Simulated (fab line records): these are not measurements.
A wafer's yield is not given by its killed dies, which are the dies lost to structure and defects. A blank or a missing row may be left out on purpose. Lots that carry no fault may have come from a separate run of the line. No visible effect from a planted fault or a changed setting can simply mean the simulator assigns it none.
Which of the tools did it? + flow nand_harc + 39 wafers from 13 lots sampled at 4 of the route's 1302 steps

## WHAT EACH GAUGE READ, for each wafer
NHARC_A_ZERO_WELL_CD_MEAS_10: target cd 2000 nm. Usual: cd_nm at 1999.5 nm, with a standard deviation of 2.
| lot  | measured     | on        | cd_nm (nm)           | flag |
|------|--------------|-----------|----------------------|------|
| L649 | day 7 04:58  | cd_sem-03 | 2000.9 1999.9 2002.4 |      |
| L650 | day 7 15:55  | cd_sem-01 | 1998.3 1998.3 1999.8 |      |
| L651 | day 8 00:42  | cd_sem-03 | 2005.1 2001.0 2001.0 |      |
| L652 | day 8 13:52  | cd_sem-02 | 1999.9 1997.6 1999.8 |      |
| L653 | day 9 03:04  | cd_sem-03 | 1995.8 1996.0 1997.5 |      |
| L654 | day 9 07:41  | cd_sem-01 | 2000.0 2001.5 1999.9 |      |
| L655 | day 9 17:16  | cd_sem-01 | 1997.8 1998.6 1998.8 |      |
| L656 | day 10 08:59 | cd_sem-02 | 2000.2 1999.9 1999.4 |      |
| L658 | day 11 11:02 | cd_sem-03 | 1999.5 1998.6 1999.2 |      |
| L662 | day 12 19:18 | cd_sem-01 | 1999.6 1999.6 1996.3 |      |
| L669 | day 15 11:02 | cd_sem-01 | 2006.3 2002.5 2002.8 |      |
| L670 | day 16 01:42 | cd_sem-01 | 2001.3 2000.1 2001.6 |      |
| L671 | day 16 17:07 | cd_sem-01 | 1998.9 2000.7 1995.2 |      |

NHARC_A_ONON_D1_THK_MEAS_24: measures by ellipsometry. Usual: thk_nm at 998 nm, with a standard deviation of 6.8.
| lot  | measured     | on            | thk_nm (nm)    | flag |
|------|--------------|---------------|----------------|------|
| L649 | day 8 19:09  | film_metro-01 | 998 998 999    |      |
| L650 | day 9 04:04  | film_metro-01 | 987 987 988    |      |
| L651 | day 9 12:01  | film_metro-01 | 999 999 1001   |      |
| L652 | day 9 22:58  | film_metro-01 | 1000 999 1002  |      |
| L653 | day 10 17:11 | film_metro-01 | 993 992 990    |      |
| L654 | day 10 17:24 | film_metro-01 | 1008 1007 1005 |      |
| L655 | day 11 02:47 | film_metro-02 | 1007 1007 1007 |      |
| L656 | day 11 20:58 | film_metro-02 | 1002 1003 1000 |      |
| L658 | day 12 19:08 | film_metro-01 | 1011 1011 1011 |      |
| L662 | day 14 05:49 | film_metro-01 | 969 971 970    | OFF  |
| L669 | day 16 20:29 | film_metro-01 | 999 1000 1000  |      |
| L670 | day 17 11:36 | film_metro-01 | 989 988 990    |      |
| L671 | day 18 03:31 | film_metro-01 | 997 1000 1000  |      |

## TOOL THAT RAN EACH LOT (tool first, then ch and the chambers of the sampled wafers, then the start)
| lot  | NHARC_A_ZERO_WELL_DESCUM_12        | NHARC_A_ONON_D1_DEP_22           |
|------|------------------------------------|----------------------------------|
| L649 | rie_diel-11 ch 0,2, day 7 05:07    | pecvd_onon-03 ch 0, day 8 18:42  |
| L650 | rie_diel-09 ch 0,1,2, day 7 16:04  | pecvd_onon-04 ch 0, day 9 03:34  |
| L651 | rie_diel-09 ch 0,3, day 8 00:52    | pecvd_onon-03 ch 0, day 9 11:34  |
| L652 | rie_diel-09 ch 0,1,2, day 8 14:02  | pecvd_onon-02 ch 0, day 9 22:31  |
| L653 | rie_diel-09 ch 0,1,2, day 9 03:15  | pecvd_onon-04 ch 0, day 10 16:44 |
| L654 | rie_diel-09 ch 0,3, day 9 07:50    | pecvd_onon-02 ch 0, day 10 17:01 |
| L655 | rie_diel-09 ch 0,1,2, day 9 17:27  | pecvd_onon-04 ch 0, day 11 02:16 |
| L656 | rie_diel-11 ch 0,1, day 10 09:14   | pecvd_onon-02 ch 0, day 11 20:31 |
| L658 | rie_diel-09 ch 0,1,2, day 11 11:13 | pecvd_onon-03 ch 0, day 12 18:48 |
| L662 | rie_diel-09 ch 1,2,3, day 12 19:27 | pecvd_onon-03 ch 0, day 14 05:25 |
| L669 | rie_diel-09 ch 1,2,3, day 15 11:12 | pecvd_onon-04 ch 0, day 16 19:58 |
| L670 | rie_diel-09 ch 1,2,3, day 16 01:52 | pecvd_onon-02 ch 0, day 17 11:05 |
| L671 | rie_diel-09 ch 0,3, day 16 17:17   | pecvd_onon-04 ch 0, day 18 03:04 |
- NHARC_A_ZERO_WELL_DESCUM_12: chemistry O2, time 3 s.
- NHARC_A_ONON_D1_DEP_22: target thk 1000 nm.

## AS READ BY THE TOOLS THEMSELVES (means over the sampled wafers that have a number; for cases with no such wafer, the mark the record gives instead)
NHARC_A_ZERO_WELL_DESCUM_12. Usual: drypump_motor_current_A 5.5 A, standard deviation 0.41; oes_product_au 1.002 a.u., standard deviation 0.012; rf_vpp_V 57.8 V, standard deviation 0.96; showerhead_plenum_p_Torr 1.92 Torr, standard deviation 0.078; throttle_valve_pct 11.312 %, standard deviation 0.0093.
| lot  | tool        | drypump_motor_current_A (A) | oes_product_au (a.u.) | rf_vpp_V (V) | showerhead_plenum_p_Torr (Torr) | throttle_valve_pct (%) | flag |
|------|-------------|-----------------------------|-----------------------|--------------|---------------------------------|------------------------|------|
| L649 | rie_diel-11 | 5.8                         | 1.005                 | 57.3         | 1.96                            | 11.305                 |      |
| L650 | rie_diel-09 | 5.3                         | 1.005                 | 57.8         | 1.88                            | 11.316                 |      |
| L651 | rie_diel-09 | 5.5                         | 0.998                 | 57.8         | 1.93                            | 11.309                 |      |
| L652 | rie_diel-09 | 5.3                         | 1.012                 | 58.0         | 1.88                            | 11.305                 |      |
| L653 | rie_diel-09 | 5.3                         | 1.002                 | 57.5         | 1.88                            | 11.308                 |      |
| L654 | rie_diel-09 | 5.2                         | 1.008                 | 58.2         | 1.92                            | 11.313                 |      |
| L655 | rie_diel-09 | 5.3                         | 1.010                 | 58.2         | 1.88                            | 11.316                 |      |
| L656 | rie_diel-11 | 5.7                         | 0.999                 | 57.6         | 1.81                            | 11.312                 |      |
| L658 | rie_diel-09 | 5.3                         | 1.002                 | 57.9         | 1.88                            | 11.310                 |      |
| L662 | rie_diel-09 | 5.6                         | 0.998                 | 56.6         | 1.89                            | 11.313                 |      |
| L669 | rie_diel-09 | 5.7                         | 1.001                 | 57.5         | 1.89                            | 11.309                 |      |
| L670 | rie_diel-09 | 5.6                         | 0.999                 | 58.4         | 1.89                            | 11.316                 |      |
| L671 | rie_diel-09 | 5.5                         | 0.998                 | 57.2         | 1.93                            | 11.309                 |      |

NHARC_A_ONON_D1_DEP_22. Usual: susceptor_temp_C at 399.99 C, with a standard deviation of 0.24.
| lot  | tool          | susceptor_temp_C (C) | flag |
|------|---------------|----------------------|------|
| L649 | pecvd_onon-03 | 400.05               |      |
| L650 | pecvd_onon-04 | 399.78               |      |
| L651 | pecvd_onon-03 | 400.33               |      |
| L652 | pecvd_onon-02 | 400.10               |      |
| L653 | pecvd_onon-04 | 400.00               |      |
| L654 | pecvd_onon-02 | 399.74               |      |
| L655 | pecvd_onon-04 | 399.88               |      |
| L656 | pecvd_onon-02 | 399.93               |      |
| L658 | pecvd_onon-03 | 400.06               |      |
| L662 | pecvd_onon-03 | 399.84               |      |
| L669 | pecvd_onon-04 | 400.09               |      |
| L670 | pecvd_onon-02 | 400.19               |      |
| L671 | pecvd_onon-04 | 399.91               |      |

## THE ANSWER, worked out from the rows above alone
Rule: lot off if the mean of its wafers having a number is beyond 3 standard deviations from the usual mean. Also off: a lot with no number at a reading for which 4 or more lots have one. Any other lot the step has rows for is counted as sound. The gauges are gone through in route order, then the tools' own readings, and for those a lot's mean is taken as printed above. The first step at which some lot is off is used, and at that step the reading that is off furthest; a lot without a number counts as furthest.
Off: L662, at NHARC_A_ONON_D1_THK_MEAS_24 (thk_nm).
If a tool, at a process step before that reading, ran all the lots that are off and no sound lot after the first of them, it fits. The gauges at NHARC_A_ONON_D1_THK_MEAS_24 are tried like those tools. One fits: pecvd_onon-03 at NHARC_A_ONON_D1_DEP_22. A fault onset in the window from L658 (day 12 18:48, its last sound lot) to L662 (day 14 05:25, its first lot off) fits.

## WHAT HAD BEEN PUT IN BY THE SIMULATOR
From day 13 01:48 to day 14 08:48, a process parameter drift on pecvd_onon-03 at NHARC_A_ONON_D1_DEP_22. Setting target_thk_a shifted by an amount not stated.
Lots struck among those shown: L662. The rule given above showed the same thing.
